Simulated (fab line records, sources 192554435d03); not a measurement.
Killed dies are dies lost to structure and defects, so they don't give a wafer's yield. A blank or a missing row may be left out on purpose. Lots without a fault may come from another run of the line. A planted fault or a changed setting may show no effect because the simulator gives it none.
fab line records | flow n5_finfet
record lots=10 wafers=27 last_day=16
route steps=1938 shown ILD0@343 SDB@358 BEOL_M4@1111 PASSIVATION@1936
lots that met no fault: from a run of the same line without faults
start_h: hours from the record's first day to the start of the lot's first wafer shown | wait_h: hours since the lot's step before | " the same as in the row above | L1.1+2: a row that stands for several wafers | - no value, or no start given | * or withheld: withheld | < > ~ a bound
route shown NAME@n: a module of which the file shows steps, and the number in the route of the first | usual: mean/standard deviation of fault-free wafers | same: alike in all rows | chamber/n: place in a boat | sites: the reading at each site | _std_site: their standard deviation | _edge_site: outer sites' mean less inner sites' | radius_mm: how far each site lies from the wafer's centre | mask NAME#n: copy n | behind: the tool/chamber that last shaped the wafer | hold: why the lot was held/for how many hours/how that ended | device: the transistor (n, p or np) that didn't switch | end of line: the same wafers' tests at the end of the route | a step without rows: its recipe alone | killed: dies lost to structure and defects at the first sort, not the wafer's yield | map: a wafer's dies, x killed, . not, _ none there
set.NAME: the setting as run; set.NAME@STEP: as run at that earlier step | model.NAME: the simulator's own value behind a step, which no gauge read
steps of the route over a sample of lots; a table a step, a row a wafer
services: from which hour (start_h, from the record's first day; less than 0 if before it) a tool's chamber was out of use, for how many hours, and why
## steps
# step N5_ILD0_ALD_15
# recipe material=SiNx target_thk_a=240 temp_c=400 ald_precursor_family=SiH2I2 ald_co_reactant=N2/H2-plasma pulse_time_s=1 ald_cycles=480 purge_time_s=2 co_reactant_purge_time_s=2 pressure_torr=2
# usual ald_cycles=480/0 heater_power_w=846/87 precursor_pulse_height_rel=1.001/0.022
# columns lot.wafer tool chamber start_h wait_h ald_cycles heater_power_w precursor_pulse_height_rel
L913.2 ald_sin-01 0 63.01 0.5 480 844 1.028
L913.3 " 1 " " 480 823 1.003
L914.3 ald_sin-01 3 67.95 0.5 480 731 1.027
L914.5 " 3 69.03 1.4 480 728 1.031
L914.6 " 0 " " 480 889 0.994
L915.2 ald_sin-02 2 72.80 0.5 480 873 1.009
L915.6 " 1 73.89 1.1 480 834 0.967
L917.1 ald_sin-01 2 87.87 0.7 462 660 1.025
L917.3 " 0 " " 462 855 1.019
L917.6 " 0 88.96 1.2 462 856 1.036
L919.1 ald_sin-01 3 98.64 0.6 462 736 1.034
L919.4 " 2 " " 462 680 1.012
L919.5 " 2 99.72 1.2 462 688 0.973
L929.1 ald_sin-03 2 155.47 0.6 480 923 0.973
L929.4 " 3 156.55 1.3 480 952 1.030
L929.6 " 2 " " 480 907 1.006
L932.1 ald_sin-02 1 177.75 0.6 480 868 0.992
L932.5 " 3 178.84 1.2 480 916 0.966
L932.6 " 0 " " 480 807 0.960
L933.2 ald_sin-01 1 181.22 0.5 480 826 0.971
L933.3 " 0 " " 480 882 1.019
L933.5 " 1 182.31 1.2 480 812 1.007
L934.2 ald_sin-02 3 187.58 0.5 480 913 0.998
L934.4 " 2 " " 480 843 0.999
L935.2 ald_sin-01 2 194.93 0.5 480 672 0.991
L935.3 " 3 " " 480 727 0.960
L935.4 " 0 " " 480 877 0.986
# step N5_SDB_INSPECT_13
# recipe mode=adi inspect_instrument=brightfield
# usual raw_defect_count=65/25
# columns lot.wafer tool chamber start_h wait_h raw_defect_count
L913.2 defect_inspect-01 - 66.08 0.0 135
L913.3 " - " " 69
L914.3 defect_inspect-02 - 70.88 0.0 96
L914.5 " - " " 46
L914.6 " - " " 99
L915.2 defect_inspect-01 - 75.74 0.0 41
L915.6 " - " " 51
L917.1 defect_inspect-02 - 90.93 0.0 60
L917.3 " - " " 121
L917.6 " - " " 93
L919.1 defect_inspect-01 - 101.70 0.0 51
L919.4 " - " " 65
L919.5 " - " " 50
L929.1 defect_inspect-01 - 158.56 0.0 79
L929.4 " - " " 102
L929.6 " - " " 82
L932.1 defect_inspect-02 - 180.69 0.0 83
L932.5 " - " " 86
L932.6 " - " " 36
L933.2 defect_inspect-02 - 184.51 0.0 15
L933.3 " - " " 47
L933.5 " - " " 37
L934.2 defect_inspect-01 - 190.68 0.0 38
L934.4 " - " " 39
L935.2 defect_inspect-02 - 197.87 0.0 55
L935.3 " - " " 87
L935.4 " - " " 120
# step N5_SDB_ETCH_17
# recipe chemistry=CF4 target=SiARC target_depth_a=234 mask_material=CAR-ArF time_s=39 ion_energy_ev=80 pressure_mtorr=40 source_w=545 bias_w=36 Ar_flow_sccm=100 cf4_flow_sccm=100 ends=cleared
# usual drypump_motor_current_A=5.7/0.38 etch_rf_on_time_s=38.9/0.95 oes_product_au=0.66/0.073 rf_vpp_V=184.1/1 showerhead_plenum_p_Torr=2.14/0.061 throttle_valve_pct=15.76/0.23
# columns lot.wafer tool chamber start_h wait_h drypump_motor_current_A etch_rf_on_time_s oes_product_au rf_hours_counter_h rf_vpp_V showerhead_plenum_p_Torr throttle_valve_pct
L913.2 rie_diel-04 2 66.26 0.0 6.4 39.9 0.64 144 184.2 2.06 15.53
L913.3 " 0 " " 6.2 40.2 0.69 65 183.5 2.09 15.54
L914.3 rie_diel-04 0 71.25 0.0 6.2 40.3 0.69 68 183.7 2.09 15.54
L914.5 " 3 " " 5.6 39.6 0.64 - 184.8 2.15 15.92
L914.6 " 2 " " 6.4 40.0 0.64 - 182.5 2.06 15.54
L915.2 rie_diel-04 2 75.81 0.0 6.3 39.5 0.64 148 183.0 2.05 15.54
L915.6 " 1 " " 5.4 36.9 0.83 - 184.8 2.17 15.50
L917.1 rie_diel-06 3 91.09 0.0 5.9 40.5 0.60 207 184.3 2.12 16.14
L917.3 " 0 " " 5.9 38.5 0.58 - 185.5 2.19 15.71
L917.6 " 3 " " 5.9 40.7 0.60 - 183.7 2.12 16.16
L919.1 rie_diel-06 1 102.36 0.0 6.1 39.6 0.60 243 184.0 2.21 16.00
L919.4 " 0 " " 6.0 37.9 0.59 - 185.1 2.18 15.72
L919.5 " 1 " " 6.1 39.8 0.60 - 184.7 2.21 16.02
L929.1 rie_diel-04 2 159.13 0.0 6.4 40.1 0.62 177 183.1 2.05 15.58
L929.4 " 0 " " 6.1 40.2 0.66 102 183.5 2.08 15.60
L929.6 " 0 " " 6.1 39.8 0.66 - 184.0 2.08 15.62
L932.1 rie_diel-06 3 180.85 0.0 5.9 39.7 0.58 250 184.0 2.10 16.26
L932.5 " 0 " " 6.0 37.3 0.57 - 185.6 2.17 15.81
L932.6 " 2 " " 5.3 38.3 0.62 - 183.9 2.04 15.87
L933.2 rie_diel-06 3 184.59 0.0 5.9 39.9 0.58 252 183.0 2.10 16.25
L933.3 " 0 " " 6.0 37.7 0.57 281 184.3 2.17 15.80
L933.5 " 2 " " 5.3 38.5 0.62 - 181.2 2.04 15.87
L934.2 rie_diel-02 0 190.75 0.0 5.4 39.2 0.74 48 185.5 2.19 15.78
L934.4 " 2 " " 5.0 39.5 0.60 204 184.5 2.14 15.81
L935.2 rie_diel-02 2 198.04 0.0 5.0 39.6 0.61 207 184.2 2.14 15.82
L935.3 " 3 " " 5.8 38.0 0.72 62 185.0 2.24 15.44
L935.4 " 0 " " 5.3 39.3 0.73 51 184.5 2.19 15.79
# step N5_SDB_ETCH_18
# recipe chemistry=N2/H2 target=SOC target_depth_a=1000 overetch_a=200 mask_material=SiARC temp_c=40 time_s=150 ion_energy_ev=200 pressure_mtorr=30 source_w=840 bias_w=150 n2_flow_sccm=200 h2_flow_sccm=200
# usual drypump_motor_current_A=5.7/0.38 oes_product_au=0.69/0.071 rf_vpp_V=523.8/2.5 showerhead_plenum_p_Torr=2.54/0.077 throttle_valve_pct=17.95/0.21
# columns lot.wafer tool chamber start_h wait_h drypump_motor_current_A oes_product_au rf_hours_counter_h rf_vpp_V showerhead_plenum_p_Torr throttle_valve_pct
L913.2 rie_diel-04 2 66.30 0.0 6.4 0.69 144 521.8 2.45 17.78
L913.3 " 0 " " 6.1 0.73 66 522.1 2.46 17.59
L914.3 rie_diel-04 0 71.28 0.0 6.1 0.74 68 522.6 2.46 17.61
L914.5 " 3 " " 5.7 0.67 - 524.7 2.53 18.05
L914.6 " 2 " " 6.4 0.68 - 519.4 2.45 17.78
L915.2 rie_diel-04 2 75.84 0.0 6.4 0.68 148 522.5 2.45 17.78
L915.6 " 1 " " 5.4 0.84 - 526.3 2.59 17.79
L917.1 rie_diel-06 3 91.14 0.0 5.9 0.64 207 522.7 2.52 18.34
L917.3 " 0 " " 6.0 0.61 - 525.7 2.59 17.91
L917.6 " 3 " " 5.9 0.64 - 522.5 2.52 18.33
L919.1 rie_diel-06 1 102.40 0.0 6.1 0.63 243 524.8 2.60 18.07
L919.4 " 0 " " 6.0 0.61 - 525.8 2.59 17.92
L919.5 " 1 " " 6.1 0.63 - 525.2 2.60 18.09
L929.1 rie_diel-04 2 159.17 0.0 6.4 0.67 177 520.4 2.44 17.82
L929.4 " 0 " " 6.1 0.70 102 520.8 2.44 17.65
L929.6 " 0 " " 6.2 0.69 - 521.7 2.45 17.66
L932.1 rie_diel-06 3 180.89 0.0 5.9 0.62 251 521.9 2.50 18.41
L932.5 " 0 " " 6.0 0.59 - 524.3 2.58 17.98
L932.6 " 2 " " 5.3 0.65 - 520.3 2.41 18.08
L933.2 rie_diel-06 3 184.62 0.0 5.9 0.61 252 523.1 2.50 18.40
L933.3 " 0 " " 5.9 0.59 281 526.2 2.58 17.99
L933.5 " 2 " " 5.3 0.64 - 519.7 2.41 18.09
L934.2 rie_diel-02 0 190.79 0.0 5.4 0.77 48 525.5 2.59 18.01
L934.4 " 2 " " 5.0 0.64 204 523.3 2.51 17.91
L935.2 rie_diel-02 2 198.07 0.0 5.0 0.64 207 522.0 2.51 17.91
L935.3 " 3 " " 5.7 0.74 62 528.6 2.68 17.76
L935.4 " 0 " " 5.3 0.77 51 525.4 2.59 18.04
# step N5_BEOL_M4_RC_MEAS_101
# usual DIBL_N=36.3/1.6 DIBL_P=36.2/2.1 IOFF_N=0.16/0.031 IOFF_P=0.21/0.034 ION_N=673/11 ION_P=461/7.4 SS_N=71.6/0.55 SS_P=73.3/0.66 VT_N=251/3.2 VT_P=-251/3.5
# columns lot.wafer tool chamber start_h wait_h DIBL_N[mV/V] DIBL_P[mV/V] IOFF_N[nA/um] IOFF_P[nA/um] ION_N[uA/um] ION_P[uA/um] SS_N[mV/dec] SS_P[mV/dec] VT_N[mV] VT_P[mV]
L913.2 prober-02 0 157.00 0.2 36.6 35.7 0.16 0.23 678 469 72.4 73.7 250 -252
L913.3 " 0 " " 34.4 33.3 0.13 0.19 683 473 71.6 73.3 252 -250
L914.3 prober-02 0 159.98 0.3 36.3 36.0 0.14 0.21 683 471 71.0 73.8 254 -254
L914.5 " 0 " " 36.8 36.5 0.14 0.21 665 462 71.5 73.4 253 -253
L914.6 " 0 " " 38.4 37.9 0.17 0.25 676 464 71.2 74.0 250 -251
L915.2 prober-02 0 163.25 0.2 33.4 33.4 0.12 0.15 664 452 70.8 72.9 258 -254
L915.6 " 0 " " 35.0 36.1 0.15 0.20 661 453 71.6 73.3 249 -251
L917.1 prober-02 0 185.05 0.0 36.0 35.8 0.14 0.22 661 460 72.0 73.4 255 -250
L917.3 " 0 " " 38.8 39.2 0.20 0.28 679 467 71.9 74.3 249 -244
L917.6 " 0 " " 38.9 39.4 0.19 0.28 675 473 72.2 74.7 248 -244
L919.1 prober-01 0 192.87 0.0 39.4 39.1 0.25 0.27 681 460 72.0 74.2 244 -247
L919.4 " 0 " " 39.9 40.1 0.24 0.28 683 461 72.9 74.2 245 -247
L919.5 " 0 " " 40.0 39.6 0.26 0.28 683 464 72.5 73.5 246 -248
L929.1 prober-02 0 245.44 0.0 37.3 38.7 0.19 0.27 687 475 71.9 73.0 245 -241
L929.4 " 0 " " 33.8 33.8 0.12 0.20 680 476 70.7 72.2 252 -248
L929.6 " 0 " " 35.9 36.8 0.17 0.24 680 469 71.6 73.1 247 -244
L932.1 prober-01 0 268.94 0.0 36.5 37.0 0.16 0.20 669 462 72.3 73.6 251 -249
L932.5 " 0 " " 36.2 36.8 0.15 0.20 665 460 71.2 73.7 251 -251
L932.6 " 0 " " 35.5 34.7 0.13 0.17 661 452 71.5 73.0 256 -253
L933.2 prober-01 0 273.49 0.2 36.9 37.1 0.16 0.18 670 454 71.6 73.1 251 -258
L933.3 " 0 " " 33.8 33.7 0.11 0.13 662 446 70.9 72.7 256 -262
L933.5 " 0 " " 36.6 37.1 0.16 0.17 682 459 71.5 73.2 249 -258
L934.2 prober-01 0 281.13 0.2 36.8 35.2 0.15 0.19 667 454 71.3 73.0 253 -254
L934.4 " 0 " " 38.1 37.4 0.17 0.21 689 464 71.6 74.0 246 -253
L935.2 prober-01 0 295.65 0.2 34.2 32.7 0.10 0.14 656 455 70.4 71.8 257 -254
L935.3 " 0 " " 37.2 37.0 0.15 0.19 667 456 71.2 72.6 251 -253
L935.4 " 0 " " 36.9 36.4 0.14 0.19 666 463 71.6 72.9 252 -255
# step N5_PASSIVATION_PROBE_49
# usual defect_limited_yield=91.5/1.5 killed_at_M0_to_M3=32/9.4 killed_at_M4_up=12/5.1 killed_at_contacts=11/7.4 killed_at_front_end=41/11 killed_at_other=3.4/2.5 killed_dies=100/17 killed_open=65/14 killed_short=33/7 sort_bin_4_leakage=0.00/0.01 sort_bin_5_function=4.9/0.96 sort_bin_6_memory=3.1/0.7 sort_n_pass=1080/17 sort_yield_pct=91.5/1.5
# same gross_dies=1180 killed_at_back_side=0 sort_bin_8_speed[%]=0
# columns lot.wafer tool chamber start_h wait_h defect_limited_yield[%] killed_at_M0_to_M3 killed_at_M4_up killed_at_contacts killed_at_front_end killed_at_other killed_dies killed_open killed_short sort_bin_4_leakage[%] sort_bin_5_function[%] sort_bin_6_memory[%] sort_n_pass sort_yield_pct[%]
L913.2 prober-02 - 251.39 0.1 92.2 22 9 13 42 6 92 64 28 0 4.8 2.8 1088 92.2
L913.3 prober-02 - 251.44 0.1 91.8 19 15 10 47 6 97 59 35 0 4.6 3.4 1083 91.8
L915.2 prober-01 - 255.74 0.1 93.4 26 13 9 27 3 78 48 28 0 3.6 2.8 1102 93.4
L915.6 prober-01 - 255.94 0.3 92.1 35 6 10 37 5 93 64 29 0 4.7 3.0 1087 92.1
L914.3 prober-02 - 264.57 0.1 91.5 27 12 17 37 7 100 65 35 0 4.5 3.7 1080 91.5
L914.5 prober-02 - 264.67 0.2 92.5 15 10 8 50 6 89 58 31 0 4.6 2.9 1091 92.5
L914.6 prober-02 - 264.72 0.3 92.5 25 9 4 45 6 89 54 26 0 4.2 2.4 1091 92.5
L919.1 prober-02 - 279.62 0.0 92.6 23 20 16 25 3 87 56 30 0 4.3 2.5 1093 92.6
L919.4 prober-02 - 279.77 0.2 91.6 39 15 15 30 0 99 75 24 0 5.2 3.1 1081 91.6
L919.5 prober-02 - 279.82 0.2 90.2 24 14 19 54 5 116 73 43 0.08 5.5 3.6 1063 90.1
L917.1 prober-02 - 289.72 0.0 88.5 30 14 7 79 6 136 77 58 0 7.1 3.8 1044 88.5
L917.3 prober-02 - 289.82 0.1 89.3 31 16 9 64 6 126 81 43 0 5.7 4.7 1054 89.3
L917.6 prober-02 - 289.97 0.3 91.6 27 18 15 33 6 99 65 32 0 5.3 2.7 1081 91.6
L929.1 prober-02 - 342.71 0.0 93.7 18 8 7 40 1 74 43 30 0 3.7 2.4 1106 93.7
L929.4 prober-02 - 342.86 0.2 92.6 29 18 5 34 1 87 57 28 0 4.5 2.6 1093 92.6
L929.6 prober-02 - 342.96 0.3 93.2 22 12 4 41 1 80 56 24 0 3.5 2.8 1100 93.2
L932.1 prober-02 - 355.34 0.0 90.1 53 11 2 45 6 117 77 40 0 5.1 4.6 1063 90.1
L932.5 prober-02 - 355.54 0.2 91.6 33 21 10 28 7 99 71 28 0 5.1 3.1 1081 91.6
L932.6 prober-02 - 355.59 0.3 92.3 41 17 4 26 3 91 58 33 0 4.6 2.6 1089 92.3
L933.2 prober-01 - 359.84 0.1 93.0 19 2 8 49 5 83 51 32 0 3.6 3.0 1097 93.0
L933.3 prober-01 - 359.89 0.1 92.4 38 6 10 34 2 90 62 26 0 4.7 2.5 1090 92.4
L933.5 prober-01 - 359.99 0.2 93.9 31 4 5 31 1 72 47 25 0 3.3 2.7 1108 93.9
L934.2 prober-01 - 385.22 0.1 91.1 37 12 6 45 5 105 68 35 0 5.2 3.6 1075 91.1
L934.4 prober-01 - 385.32 0.2 91.9 32 17 6 35 6 96 54 39 0 4.8 2.6 1084 91.9
L935.2 prober-02 - 388.78 0.1 92.4 30 16 3 35 6 90 70 19 0 5.1 2.5 1090 92.4
L935.3 prober-02 - 388.83 0.1 91.3 44 8 16 31 4 103 77 26 0 5.3 3.1 1077 91.3
L935.4 prober-02 - 388.88 0.2 91.7 31 11 7 42 7 98 64 26 0 4.9 2.5 1082 91.7
# killed by level:class
L913.2 STI_FIN_REVEAL:geometric_particle:open=16 MOL_CONTACT_COAG:geometric_particle:open=11 BEOL_M0_SAQP:geometric_particle:open=6 BEOL_M3:geometric_particle:open=5 BEOL_M0_SAQP:geometric_particle:short=5 FIN_SAQP:geometric_particle:open=4 BEOL_M2:geometric_particle:open=4 BEOL_M4:geometric_particle:open=4
L913.3 FIN_SAQP:geometric_particle:short=12 STI_FIN_REVEAL:geometric_particle:open=9 FIN_SAQP:geometric_particle:open=7 BEOL_M3:geometric_particle:open=7 MOL_CONTACT_COAG:geometric_particle:short=5 BEOL_M2:geometric_particle:open=5 BEOL_M5:geometric_particle:open=5 ILD0:geometric_particle:short=4
L915.2 BEOL_M2:geometric_particle:open=8 DUMMY_GATE:geometric_particle:open=5 MOL_CONTACT_COAG:geometric_particle:open=5 BEOL_M1:geometric_particle:open=5 STI_FIN_REVEAL:geometric_particle:open=4 MOL_CONTACT_COAG:geometric_particle:short=4 BEOL_M4:geometric_particle:open=4 FIN_SAQP:geometric_particle:short=3
L915.6 BEOL_M2:geometric_particle:open=15 MOL_CONTACT_COAG:geometric_particle:open=9 DUMMY_GATE:geometric_particle:open=7 BEOL_M0_SAQP:geometric_particle:short=7 BEOL_M1:geometric_particle:open=7 ILD0:geometric_particle:short=6 STARTING-WAFER:geometric_particle:open=6 STI_FIN_REVEAL:geometric_particle:open=4
L914.3 MOL_CONTACT_COAG:geometric_particle:open=17 FIN_SAQP:geometric_particle:short=10 BEOL_M2:geometric_particle:open=10 STI_FIN_REVEAL:geometric_particle:open=8 BEOL_M0_SAQP:geometric_particle:short=8 STARTING-WAFER:geometric_particle:open=5 GATE_CUT:geometric_particle:short=4 BEOL_M0_SAQP:geometric_particle:open=4
L914.5 FIN_SAQP:geometric_particle:short=14 DUMMY_GATE:geometric_particle:open=9 BEOL_M2:geometric_particle:open=9 MOL_CONTACT_COAG:geometric_particle:open=7 FIN_SAQP:geometric_particle:open=6 STI_FIN_REVEAL:geometric_particle:open=4 GATE_CUT:geometric_particle:open=4 GATE_CUT:geometric_particle:short=4
L914.6 BEOL_M2:geometric_particle:open=10 HKMG_FIN:area_etch=9 BEOL_M3:geometric_particle:open=7 FIN_SAQP:geometric_particle:open=6 STI_FIN_REVEAL:geometric_particle:open=6 GATE_CUT:geometric_particle:short=6 FIN_SAQP:geometric_particle:short=5 STARTING-WAFER:geometric_particle:open=5
L919.1 MOL_CONTACT_COAG:geometric_particle:open=13 STI_FIN_REVEAL:geometric_particle:open=6 BEOL_M4:geometric_particle:open=6 GATE_CUT:geometric_particle:short=5 BEOL_M3:geometric_particle:open=4 FIN_SAQP:geometric_particle:short=3 GATE_CUT:geometric_particle:open=3 MOL_CONTACT_COAG:geometric_particle:short=3
L919.4 MOL_CONTACT_COAG:geometric_particle:open=14 BEOL_M1:geometric_particle:open=13 BEOL_M4:geometric_particle:open=11 STI_FIN_REVEAL:geometric_particle:open=9 BEOL_M3:geometric_particle:open=8 FIN_SAQP:geometric_particle:short=5 BEOL_M0_SAQP:geometric_particle:open=5 BEOL_M1:geometric_particle:short=4
L919.5 MOL_CONTACT_COAG:geometric_particle:open=16 FIN_SAQP:geometric_particle:short=12 FIN_SAQP:geometric_particle:open=10 GATE_CUT:geometric_particle:short=9 BEOL_M2:geometric_particle:open=7 GATE_CUT:geometric_particle:open=6 STI_FIN_REVEAL:geometric_particle:open=5 BEOL_M4:geometric_particle:open=5
L917.1 FIN_SAQP:geometric_particle:open=18 STI_FIN_REVEAL:geometric_particle:open=18 GATE_CUT:geometric_particle:short=16 FIN_SAQP:geometric_particle:short=10 BEOL_M0_SAQP:geometric_particle:open=10 BEOL_M0_SAQP:geometric_particle:short=10 BEOL_M3:geometric_particle:open=5 STI_FIN_REVEAL:geometric_particle:short=5
L917.3 STI_FIN_REVEAL:geometric_particle:open=14 GATE_CUT:geometric_particle:short=14 BEOL_M3:geometric_particle:open=14 FIN_SAQP:geometric_particle:open=11 BEOL_M4:geometric_particle:open=9 BEOL_M0_SAQP:geometric_particle:open=6 DUMMY_GATE:geometric_particle:open=5 GATE_CUT:geometric_particle:open=5
L917.6 MOL_CONTACT_COAG:geometric_particle:open=13 STI_FIN_REVEAL:geometric_particle:open=9 GATE_CUT:geometric_particle:short=8 BEOL_M2:geometric_particle:open=7 BEOL_M3:geometric_particle:open=6 BEOL_M5:geometric_particle:short=5 STI_FIN_REVEAL:geometric_particle:short=5 BEOL_M0_SAQP:geometric_particle:open=5
L929.1 BEOL_M2:geometric_particle:open=9 STARTING-WAFER:geometric_particle:short=7 GATE_CUT:geometric_particle:short=7 STI_FIN_REVEAL:geometric_particle:open=6 MOL_CONTACT_COAG:geometric_particle:open=5 DUMMY_GATE:geometric_particle:open=4 FIN_SAQP:geometric_particle:short=3 FIN_SAQP:geometric_particle:open=3
L929.4 GATE_CUT:geometric_particle:short=11 BEOL_M4:geometric_particle:open=11 BEOL_M2:geometric_particle:open=10 GATE_CUT:geometric_particle:open=7 BEOL_M0_SAQP:geometric_particle:open=6 STI_FIN_REVEAL:geometric_particle:open=5 MOL_CONTACT_COAG:geometric_particle:open=4 BEOL_M0_SAQP:geometric_particle:short=4
L929.6 BEOL_M2:geometric_particle:open=14 FIN_SAQP:geometric_particle:open=12 BEOL_M4:geometric_particle:open=6 FIN_SAQP:geometric_particle:short=4 DUMMY_GATE:geometric_particle:open=4 GATE_CUT:geometric_particle:short=4 BEOL_M7:geometric_particle:open=4 GATE_CUT:geometric_particle:open=3
L932.1 BEOL_M0_SAQP:geometric_particle:short=18 BEOL_M0_SAQP:geometric_particle:open=14 FIN_SAQP:geometric_particle:open=11 STI_FIN_REVEAL:geometric_particle:open=9 BEOL_M3:geometric_particle:open=7 BEOL_M1:geometric_particle:open=6 BEOL_M2:geometric_particle:open=6 FIN_SAQP:geometric_particle:short=5
L932.5 MOL_CONTACT_COAG:geometric_particle:open=9 BEOL_M4:geometric_particle:open=8 BEOL_M1:geometric_particle:open=7 BEOL_M3:geometric_particle:open=7 BEOL_M0_SAQP:geometric_particle:open=6 FIN_SAQP:geometric_particle:short=4 FIN_SAQP:geometric_particle:open=4 DUMMY_GATE:geometric_particle:open=4
L932.6 BEOL_M0_SAQP:geometric_particle:open=12 BEOL_M1:geometric_particle:open=9 BEOL_M3:geometric_particle:open=6 BEOL_M4:geometric_particle:open=6 FIN_SAQP:geometric_particle:short=5 FIN_SAQP:geometric_particle:open=5 MOL_CONTACT_COAG:geometric_particle:open=4 BEOL_M0_SAQP:geometric_particle:short=4
L933.2 STI_FIN_REVEAL:geometric_particle:open=9 GATE_CUT:geometric_particle:short=9 MOL_CONTACT_COAG:geometric_particle:open=8 BEOL_M2:geometric_particle:open=7 FIN_SAQP:geometric_particle:open=6 BEOL_M0_SAQP:geometric_particle:short=6 BEOL_M0_SAQP:geometric_particle:open=5 FIN_SAQP:geometric_particle:short=4
L933.3 BEOL_M2:geometric_particle:open=15 STI_FIN_REVEAL:geometric_particle:open=8 MOL_CONTACT_COAG:geometric_particle:open=6 BEOL_M1:geometric_particle:open=5 BEOL_M1:geometric_particle:short=5 FIN_SAQP:geometric_particle:short=4 SPACER0:geometric_particle:open=4 GATE_CUT:geometric_particle:short=4
L933.5 FIN_SAQP:geometric_particle:open=8 BEOL_M0_SAQP:geometric_particle:open=8 BEOL_M3:geometric_particle:open=7 BEOL_M2:geometric_particle:open=6 GATE_CUT:geometric_particle:short=5 MOL_CONTACT_COAG:geometric_particle:open=4 FIN_SAQP:geometric_particle:short=3 STI_FIN_REVEAL:geometric_particle:open=3
L934.2 FIN_SAQP:geometric_particle:open=9 BEOL_M3:geometric_particle:open=9 BEOL_M0_SAQP:geometric_particle:short=9 STI_FIN_REVEAL:geometric_particle:open=7 FIN_SAQP:geometric_particle:short=5 MOL_CONTACT_COAG:geometric_particle:open=5 BEOL_M1:geometric_particle:open=5 STARTING-WAFER:geometric_particle:short=5
L934.4 FIN_SAQP:geometric_particle:short=10 FIN_SAQP:geometric_particle:open=8 BEOL_M0_SAQP:geometric_particle:short=8 BEOL_M3:geometric_particle:open=7 BEOL_M2:geometric_particle:open=6 BEOL_M1:geometric_particle:open=5 GATE_CUT:geometric_particle:short=4 MOL_CONTACT_COAG:geometric_particle:open=4
L935.2 STI_FIN_REVEAL:geometric_particle:open=8 BEOL_M1:geometric_particle:open=8 BEOL_M3:geometric_particle:open=6 BEOL_M4:geometric_particle:open=6 DUMMY_GATE:geometric_particle:open=5 BEOL_M0_SAQP:geometric_particle:open=5 STARTING-WAFER:geometric_particle:open=5 FIN_SAQP:geometric_particle:open=4
L935.3 MOL_CONTACT_COAG:geometric_particle:open=15 BEOL_M0_SAQP:geometric_particle:short=10 BEOL_M3:geometric_particle:open=10 GATE_CUT:geometric_particle:open=7 GATE_CUT:geometric_particle:short=7 BEOL_M1:geometric_particle:open=7 FIN_SAQP:geometric_particle:open=6 BEOL_M0_SAQP:geometric_particle:open=6
L935.4 BEOL_M2:geometric_particle:open=13 STI_FIN_REVEAL:geometric_particle:open=10 BEOL_M3:geometric_particle:open=7 GATE_CUT:geometric_particle:short=6 MOL_CONTACT_COAG:geometric_particle:open=6 BEOL_M0_SAQP:geometric_particle:open=6 BEOL_M4:geometric_particle:open=6 HKMG_FIN:area_etch=6
## services
# columns tool chamber start_h hours kind
rie_diel-02 0 45.96 - clean
rie_diel-02 0 45.96 - consumable_replace:focus_ring
rie_diel-02 0 45.96 15.2 scheduled_down
rie_diel-02 0 45.96 15.2 vent_cycle
rie_diel-02 3 55.90 7.6 repair
ald_sin-01 2 60.29 9.5 repair
rie_diel-02 0 75.70 2.6 repair
ald_sin-01 1 79.30 4.7 repair
ald_sin-01 - 79.79 1.8 repair
ald_sin-02 - 85.44 14.0 pm
ald_sin-02 0 85.44 14.0 vent_cycle
ald_sin-02 1 85.44 14.0 vent_cycle
ald_sin-02 2 85.44 14.0 vent_cycle
ald_sin-02 3 85.44 14.0 vent_cycle
rie_diel-06 2 87.77 25.7 repair
rie_diel-06 1 88.98 2.9 repair
rie_diel-02 3 89.46 1.7 repair
rie_diel-06 1 102.88 93.9 repair
ald_sin-02 0 104.27 2.5 repair
rie_diel-04 3 109.30 9.0 repair
ald_sin-01 2 137.36 3.6 repair
ald_sin-03 0 150.53 8.9 repair
rie_diel-02 1 162.23 15.8 repair
rie_diel-02 - 192.75 0.2 repair
## key
first_sign step=N5_ILD0_ALD_15 reading=ald_cycles direction=down sigmas=99+ usual=* struck=*
effect none on later readings
met_at N5_ILD0_ALD_15
struck_lots L917,L919
not_acting_at N5_SDB_INSPECT_13,N5_SDB_ETCH_17,N5_SDB_ETCH_18
onset_between 67.95 87.87
fault kind=process_parameter_drift tool=ald_sin-01 chamber=- onset_h=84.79 steps=N5_ILD0_ALD_15 channel=ald_cycles offset=* shape=step end_h=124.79 acts_in=* stated=*
